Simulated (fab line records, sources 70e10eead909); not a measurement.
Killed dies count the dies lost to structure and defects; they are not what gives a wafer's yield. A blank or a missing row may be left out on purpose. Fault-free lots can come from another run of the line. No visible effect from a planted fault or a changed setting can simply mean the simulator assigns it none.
Which tool was responsible? ; flow nand_harc ; 72 wafers from 24 lots sampled at 5 of the route's 1159 steps

== WHAT EACH GAUGE READ, for each wafer ==
NHARC_A_CONTACT_CD_MEAS_69: the cd target is 200 nm.
lot;measured;on;cd_nm (nm)
L074;day 16 17:01;cd_sem-03;200.4 200.5 200.4
L075;day 16 22:21;cd_sem-03;200.9 201.1 200.2
L077;day 17 01:29;cd_sem-02;199.7 200.4 199.8
L079;day 17 02:04;cd_sem-03;200.0 200.2 200.7
L076;day 17 06:13;cd_sem-01;200.6 200.6 200.5
L078;day 17 07:50;cd_sem-02;199.7 199.9 199.3
L081;day 18 01:39;cd_sem-02;200.0 199.0 198.7
L080;day 18 09:27;cd_sem-03;201.6 200.3 200.3
L083;day 18 11:15;cd_sem-02;199.0 200.2 199.6
L082;day 19 02:25;cd_sem-02;200.8 200.9 201.2
L084;day 19 06:13;cd_sem-01;200.7 200.5 200.8
L086;day 19 17:56;cd_sem-01;199.9 199.3 200.2
L087;day 19 19:51;cd_sem-03;200.6 200.6 200.5
L085;day 19 23:13;cd_sem-02;199.8 200.1 200.6
L089;day 20 06:47;cd_sem-03;199.8 200.1 199.4
L088;day 20 09:04;cd_sem-03;200.1 200.1 199.8
L091;day 20 21:44;cd_sem-01;199.2 199.3 199.7
L090;day 21 00:23;cd_sem-03;200.0 199.9 199.5
L093;day 21 07:25;cd_sem-03;199.1 199.4 199.6
L094;day 21 09:06;cd_sem-03;200.8 200.5 199.6
L092;day 21 23:14;cd_sem-02;200.5 200.5 200.4
L096;day 22 00:03;cd_sem-02;199.6 198.8 198.9
L095;day 22 03:44;cd_sem-01;199.6 200.1 200.1
L097;day 22 14:20;cd_sem-02;200.5 200.1 200.5

== WHAT TOOL EACH LOT RAN ON (gives the tool, then ch and the chambers of the sampled wafers, and finally the start) ==
lot;NHARC_A_CONTACT_ETCH_116;NHARC_A_CONTACT_ETCH_117;NHARC_A_CONTACT_ETCH_123;NHARC_A_CONTACT_ETCH_96
L074;har_cap_etch-02 ch 0,1, day 16 11:03;har_cap_etch-02 ch 0,1, day 16 11:08;har_cap_etch-02 ch 0,1, day 16 11:41;rie_diel-13 ch 0,2,3, day 16 17:01 or earlier
L075;har_cap_etch-03 ch 0,1, day 16 16:46;har_cap_etch-03 ch 0,1, day 16 16:51;har_cap_etch-03 ch 0,1, day 16 17:23;rie_diel-05 ch 0,2,3, day 16 22:21 or earlier
L077;har_cap_etch-02 ch 0,1, day 16 19:01;har_cap_etch-02 ch 0,1, day 16 19:07;har_cap_etch-02 ch 0,1, day 16 19:42;rie_diel-05 ch 1,3, day 17 01:29 or earlier
L079;har_cap_etch-02 ch 0,1, day 16 20:57;har_cap_etch-02 ch 0,1, day 16 21:02;har_cap_etch-02 ch 0,1, day 16 21:35;rie_diel-03 ch 1,2,3, day 17 02:04 or earlier
L076;har_cap_etch-03 ch 0,1, day 17 01:15;har_cap_etch-03 ch 0,1, day 17 01:20;har_cap_etch-03 ch 0,1, day 17 01:53;rie_diel-03 ch 1,2,3, day 17 06:13 or earlier
L078;har_cap_etch-01 ch 0,1, day 17 02:45;har_cap_etch-01 ch 0,1, day 17 02:50;har_cap_etch-01 ch 0,1, day 17 03:23;rie_diel-03 ch 0,2, day 17 07:50 or earlier
L081;har_cap_etch-03 ch 0,1, day 17 20:50;har_cap_etch-03 ch 0,1, day 17 20:56;har_cap_etch-03 ch 0,1, day 17 21:29;rie_diel-13 ch 0,2,3, day 18 01:39 or earlier
L080;har_cap_etch-02 ch 0,1, day 18 04:35;har_cap_etch-02 ch 0,1, day 18 04:40;har_cap_etch-02 ch 0,1, day 18 05:16;rie_diel-03 ch 0,1,3, day 18 09:27 or earlier
L083;har_cap_etch-03 ch 0,1, day 18 06:05;har_cap_etch-03 ch 0,1, day 18 06:13;har_cap_etch-03 ch 0,1, day 18 06:59;rie_diel-13 ch 1,2,3, day 18 11:15 or earlier
L082;har_cap_etch-03 ch 0,1, day 18 21:37;har_cap_etch-03 ch 0,1, day 18 21:43;har_cap_etch-03 ch 0,1, day 18 22:17;rie_diel-05 ch 0,1,3, day 19 02:25 or earlier
L084;har_cap_etch-01 ch 0,1, day 18 23:54;har_cap_etch-01 ch 0,1, day 18 23:59;har_cap_etch-01 ch 0,1, day 19 00:32;rie_diel-03 ch 0,1,3, day 19 06:13 or earlier
L086;har_cap_etch-02 ch 0,1, day 19 13:01;har_cap_etch-02 ch 0,1, day 19 13:07;har_cap_etch-02 ch 0,1, day 19 13:44;rie_diel-03 ch 1,2,3, day 19 17:56 or earlier
L087;har_cap_etch-03 ch 0,1, day 19 13:56;har_cap_etch-03 ch 0,1, day 19 14:02;har_cap_etch-03 ch 0,1, day 19 14:39;rie_diel-03 ch 0,1,3, day 19 19:51 or earlier
L085;har_cap_etch-02 ch 0,1, day 19 18:24;har_cap_etch-02 ch 0,1, day 19 18:29;har_cap_etch-02 ch 0,1, day 19 19:02;rie_diel-03 ch 0,2,3, day 19 23:13 or earlier
L089;har_cap_etch-02 ch 0,1, day 20 00:49;har_cap_etch-02 ch 0,1, day 20 00:54;har_cap_etch-02 ch 0,1, day 20 01:31;rie_diel-05 ch 0,2,3, day 20 06:47 or earlier
L088;har_cap_etch-02 ch 0,1, day 20 03:11;har_cap_etch-02 ch 0,1, day 20 03:16;har_cap_etch-02 ch 0,1, day 20 03:49;rie_diel-03 ch 1,2,3, day 20 09:04 or earlier
L091;har_cap_etch-03 ch 0,1, day 20 16:31;har_cap_etch-03 ch 0,1, day 20 16:36;har_cap_etch-03 ch 0,1, day 20 17:09;rie_diel-03 ch 0,1,2, day 20 21:44 or earlier
L090;har_cap_etch-02 ch 0,1, day 20 18:50;har_cap_etch-02 ch 0,1, day 20 18:55;har_cap_etch-02 ch 0,1, day 20 19:31;rie_diel-03 ch 1,2, day 21 00:23 or earlier
L093;har_cap_etch-03 ch 0, day 20 22:37;har_cap_etch-03 ch 0, day 20 22:43;har_cap_etch-03 ch 0, day 20 23:18;rie_diel-13 ch 0,3, day 21 07:25 or earlier
L094;har_cap_etch-02 ch 0,1, day 21 00:59;har_cap_etch-02 ch 0,1, day 21 01:04;har_cap_etch-02 ch 0,1, day 21 01:37;rie_diel-03 ch 0,1,3, day 21 09:06 or earlier
L092;har_cap_etch-03 ch 0,1, day 21 18:19;har_cap_etch-03 ch 0,1, day 21 18:25;har_cap_etch-03 ch 0,1, day 21 19:00;rie_diel-05 ch 0,1, day 21 23:14 or earlier
L096;har_cap_etch-01 ch 0,1, day 21 19:11;har_cap_etch-01 ch 0,1, day 21 19:17;har_cap_etch-01 ch 0,1, day 21 19:55;rie_diel-05 ch 0,1,2, day 22 00:03 or earlier
L095;har_cap_etch-03 ch 0,1, day 21 21:52;har_cap_etch-03 ch 0,1, day 21 21:57;har_cap_etch-03 ch 0,1, day 21 22:30;rie_diel-03 ch 0,1,3, day 22 03:44 or earlier
L097;har_cap_etch-03 ch 0,1, day 22 09:10;har_cap_etch-03 ch 0,1, day 22 09:15;har_cap_etch-03 ch 0,1, day 22 09:47;rie_diel-05 ch 0,2,3, day 22 14:20 or earlier
- NHARC_A_CONTACT_ETCH_116: etches the open film in C4F8/O2/Ar, time 94 s, target depth 922 nm.
- NHARC_A_CONTACT_ETCH_117: etches the open film in C4F8/O2/Ar, time 94 s, target depth 922 nm.
- NHARC_A_CONTACT_ETCH_123: etches the open film in C4F8/O2/Ar, time 253 s, target depth 1090 nm.
- NHARC_A_CONTACT_ETCH_96: etches the open film in C4F6/O2, target depth 20 nm, time 10 s.

== AS READ BY THE TOOLS THEMSELVES (means over the sampled wafers that have a number; for cases with no such wafer, the mark the record gives instead) ==
NHARC_A_CONTACT_ETCH_96.
lot;tool;drypump_motor_current_A (A);oes_product_au (a.u.);rf_fwd_power_W (W);rf_vpp_V (V);showerhead_plenum_p_Torr (Torr);throttle_valve_pct (%)
L074;rie_diel-13;5.7;1.000;589;545;3.86;26.904
L075;rie_diel-05;5.8;1.002;586;548;3.96;26.914
L077;rie_diel-05;5.5;1.007;586;546;3.83;26.894
L079;rie_diel-03;5.8;0.946;587;545;3.82;26.903
L076;rie_diel-03;5.8;1.002;588;544;3.82;26.898
L078;rie_diel-03;5.6;0.939;589;549;4.00;26.896
L081;rie_diel-13;5.7;0.943;588;546;3.85;26.905
L080;rie_diel-03;5.8;0.938;587;547;3.94;26.912
L083;rie_diel-13;5.7;0.942;589;544;3.77;26.899
L082;rie_diel-05;5.8;0.953;586;547;3.87;26.904
L084;rie_diel-03;5.8;0.950;588;548;3.94;26.907
L086;rie_diel-03;5.8;0.991;587;548;4.01;26.902
L087;rie_diel-03;5.8;0.948;591;547;3.94;26.900
L085;rie_diel-03;5.5;0.956;587;551;4.09;26.907
L089;rie_diel-05;5.8;0.974;585;548;3.95;26.905
L088;rie_diel-03;5.8;0.947;584;549;4.01;26.903
L091;rie_diel-03;5.9;0.984;588;547;3.91;26.909
L090;rie_diel-03;5.9;0.969;587;548;3.98;26.912
L093;rie_diel-13;5.8;0.950;585;548;3.99;26.907
L094;rie_diel-03;5.8;0.940;590;547;3.94;26.900
L092;rie_diel-05;5.8;0.939;585;543;3.78;26.900
L096;rie_diel-05;5.9;0.941;587;546;3.86;26.905
L095;rie_diel-03;5.8;0.998;589;548;3.94;26.904
L097;rie_diel-05;5.8;0.967;587;548;3.93;26.905

== THE ANSWER, worked out from the rows above alone ==
Rule: what is usual is taken from the lots themselves. The widest of any qualifying gaps counts: lots, ordered by their means at a reading, are off when they make up no more than a third of the lots, leave a main group of 4 or more, and stand apart from it by 3 or more times the standard deviation of that group's means. A main group is skipped when, at the precision printed for the reading in the tables above, its means are all equal. Also off: a lot with no number at a reading for which 4 or more lots have one. Any other lot the step has rows for is counted as sound. First the gauges in route order, then the tools' own readings, where a lot's mean is used as printed above. At the first step where some lot is off, the reading lying furthest off is the one used; lots without a number count as furthest.
No lot is off on any of the readings shown, so nothing can be concluded from this.

== WHAT HAD BEEN PUT IN BY THE SIMULATOR ==
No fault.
